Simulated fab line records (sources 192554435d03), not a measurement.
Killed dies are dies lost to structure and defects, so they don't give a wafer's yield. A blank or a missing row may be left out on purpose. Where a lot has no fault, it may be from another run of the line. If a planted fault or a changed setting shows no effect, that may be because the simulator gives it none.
A struck lot beside a sound one | flow n5-finfet | 28 out of 1938 route steps
Sound: the wafers L261.3, L261.4, L261.5. Struck: wafer L277.4. (L277.1, L277.3 of the same lot were not struck and are left out.) The cause comes at the end.
Each step with rows lists, per side, the tool, then ch with its chambers, then its first start. Under that, the readings that differ: sound wafers | struck wafers | difference of the means | sigmas: that difference in standard deviations of wafers without a fault.
alike: readings whose means differ by less than 2 such deviations, and words and numbers that are the same on both sides. not compared: withheld readings, readings that some wafer has no value for, bounds like >300 that may hide the same value, and numbers for which the record gives no deviation and whose values overlap.
The two part at a step that has a row with sigmas, a row that says differs or no value, or rows on one side only. Non-overlapping numbers with no deviation appear without sigmas and do not part them. A reading that every wafer of one side lacks parts them only if that side has two wafers or more.

first, 5 steps without rows for these wafers: N5_SD_EPI_N_EBR_05; N5_SD_EPI_N_SOFTBAKE_04 (time 60 s); N5_SD_EPI_N_EXPOSE_06 (exposes mask SD N BLK, target cd 120 nm); N5_SD_EPI_N_PEB_07 (peb time 60 s); N5_SD_EPI_N_DEVELOP_08 (develop time 30 s).
N5_SD_EPI_N_CD_MEAS_09: the cd target is 120 nm.
  sound on cd-sem-01 ch 0, day 3 16:54; struck on cd-sem-03 ch 0, day 7 07:15
  reading    | sound             | struck | difference | sigmas
  cd-nm (nm) | 120.6 120.6 121.7 | 119.4  | -1.6       | -2
N5_SD_EPI_N_OVL_MEAS_10:
  sound on overlay-01 ch 0, day 3 16:56; struck on overlay-01 ch 0, day 7 07:17
  alike: SD_N_BLK_OVL
N5_SD_EPI_N_INSPECT_11: inspects for defects (macro).
  sound on defect-inspect-01 at day 3 16:57; struck on defect-inspect-02 at day 7 07:18
  alike: raw-defect-count
N5_SD_EPI_N_DESCUM_14: chemistry O2, time 7.9 s.
  sound on rie-diel-01 ch 1,3, day 3 16:59; struck on rie-diel-01 ch 3, day 7 07:20
  alike: drypump-motor-current-A, oes-product-au, rf-vpp-V, showerhead-plenum-p-Torr, throttle-valve-pct
  not compared: rf-hours-counter-h
N5_SD_EPI_N_ETCH_34: etches SiARC in CF4, target depth 45.5 nm, time 75.8 s.
  sound on rie-diel-01 ch 1,3, day 3 17:01; struck on rie-diel-01 ch 3, day 7 07:22
  alike: drypump-motor-current-A, etch-rf-on-time-s, oes-product-au, rf-vpp-V, showerhead-plenum-p-Torr, throttle-valve-pct
  not compared: rf-hours-counter-h
N5_SD_EPI_N_ETCH_35: etches SOC in N2/H2, overetch 108 nm, time 486 s.
  sound on rie-diel-01 ch 1,3, day 3 17:04; struck on rie-diel-01 ch 3, day 7 07:26
  alike: drypump-motor-current-A, n2-flow-sccm, oes-product-au, rf-vpp-V, showerhead-plenum-p-Torr, throttle-valve-pct
  not compared: rf-hours-counter-h
then, 1 step without rows for these wafers: N5_SD_EPI_N_STRIP_36 (strips in N2/H2).
N5_SD_EPI_N_ETCHBACK_44: etches SiNx in CH3F/O2, stops on SiO2, target depth 14.5 nm.
  sound on rie-diel-01 ch 1,3, day 3 17:24; struck on rie-diel-01 ch 3, day 7 07:45
  reading                                     | sound      | struck | difference | sigmas
  model.SiARC_of_SD_EPI_N_COAT_33.thk-nm (nm) | 16 15.8 16 | 17     | +1         |
  alike: drypump-motor-current-A, oes_ar_750_au, oes-product-au, rf-vpp-V, showerhead-plenum-p-Torr, throttle-valve-pct
  not compared: rf-hours-counter-h
N5_SD_EPI_N_ETCH_45: etches SiOCN in CH3F/O2, target depth 6 nm.
  sound on rie-diel-01 ch 1,3, day 3 17:30; struck on rie-diel-01 ch 3, day 7 07:51
  reading               | sound          | struck | difference | sigmas
  oes-product-au (a.u.) | 0.79 0.91 0.80 | 0.31   | -0.52      | -6
  alike: drypump-motor-current-A, rf-vpp-V, showerhead-plenum-p-Torr, throttle-valve-pct
  not compared: rf-hours-counter-h
N5_SD_EPI_N_ETCH_16: etches SiO2 in CHF3/O2, target depth 5 nm.
  sound on rie-diel-01 ch 1,3, day 3 17:36; struck on rie-diel-01 ch 3, day 7 07:57
  reading                                     | sound          | struck | difference | sigmas
  model.SiARC_of_SD_EPI_N_COAT_33.thk-nm (nm) | 12.4 12.2 12.4 | 13.6   | +1.3       |
  alike: drypump-motor-current-A, oes_ar_750_au, oes-product-au, rf-vpp-V, showerhead-plenum-p-Torr, throttle-valve-pct
  not compared: rf-hours-counter-h
then, 1 step without rows for these wafers: N5_SD_EPI_N_STRIP_47 (strips in CHF3/O2).
N5_SD_EPI_N_SD_RECESS_17: chemistry HBr/Cl2/O2, target depth 41 nm, time 23.7 s, bt time 3 s.
  sound on rie-si-03 ch 2,3, day 3 17:40; struck on rie-si-03 ch 1, day 7 08:01
  reading               | sound             | struck | difference | sigmas
  oes-product-au (a.u.) | 1.017 1.012 1.013 | 0.988  | -0.026     | -2
  alike: drypump-motor-current-A, throttle-valve-pct
  not compared: rf-hours-counter-h
then, 5 steps without rows for these wafers: N5_SD_EPI_N_STRIP_38 (strips in N2/H2); N5_SD_EPI_N_WET_ETCH_43 (etches SiO2 in dHF, time 14 s, target depth 1.5 nm); N5_SD_EPI_N_STRIP_18 (strips in SPM, time 750 s); N5_SD_EPI_N_SRD_20 (time 30 s); N5_SD_EPI_N_PRECLEAN_48 (cleans in NF3:NH3, afs cycles 2, time 20 s, sublimation time 60 s).
N5_SD_EPI_N_VAPOR_ETCH_50: etches Si in HCl, time 54 s.
  sound on epi-rpcvd-01 ch 0, day 3 18:32; struck on epi-rpcvd-01 ch 0, day 7 08:50
  alike: susceptor-temp-C, throttle-valve-pct
N5_SD_EPI_N_EPI_21: deposits Si:P, time 690 s.
  sound on epi-rpcvd-01 ch 0, day 3 19:13; struck on epi-rpcvd-01 ch 0, day 7 09:01
  reading                                   | sound          | struck | difference | sigmas
  model.Si-P_of_SD_EPI_N_EPI_21.thk-nm (nm) | 59.4 59.8 59.2 | 1.2    | -58.3      |
  alike: susceptor-temp-C
N5_SD_EPI_N_EPI_MEAS_23:
  sound on film-metro-02 at day 3 20:23; struck on film-metro-01 at day 7 10:44
  reading     | sound          | struck | difference | sigmas
  thk-nm (nm) | 58.3 59.3 59.6 | 1.4    | -57.7      | -52
N5_SD_EPI_N_PRECLEAN_24: cleans in O3/DIW, time 60 s.
  sound on wet-bench-01 ch 4,5,6, day 3 20:25; struck on wet-bench-05 ch 5, day 7 10:46
  reading                                   | sound        | struck | difference | sigmas
  model.Si-P_of_SD_EPI_N_EPI_21.thk-nm (nm) | 59 59.4 58.8 | 1.2    | -57.9      |
  alike: bath-heat-duty-pct
then, 1 step without rows for these wafers: N5_SD_EPI_N_SRD_25 (time 30 s).
N5_BEOL_M4_RC_MEAS_101:
  the record has rows for the sound wafers here (prober-01 ch 0, day 9 05:45) and none for the struck ones

== WHERE THEY PART ==
At N5_SD_EPI_N_CD_MEAS_09 first; at N5_BEOL_M4_RC_MEAS_101 last (within this record only).

WHY: whatever the simulator had introduced
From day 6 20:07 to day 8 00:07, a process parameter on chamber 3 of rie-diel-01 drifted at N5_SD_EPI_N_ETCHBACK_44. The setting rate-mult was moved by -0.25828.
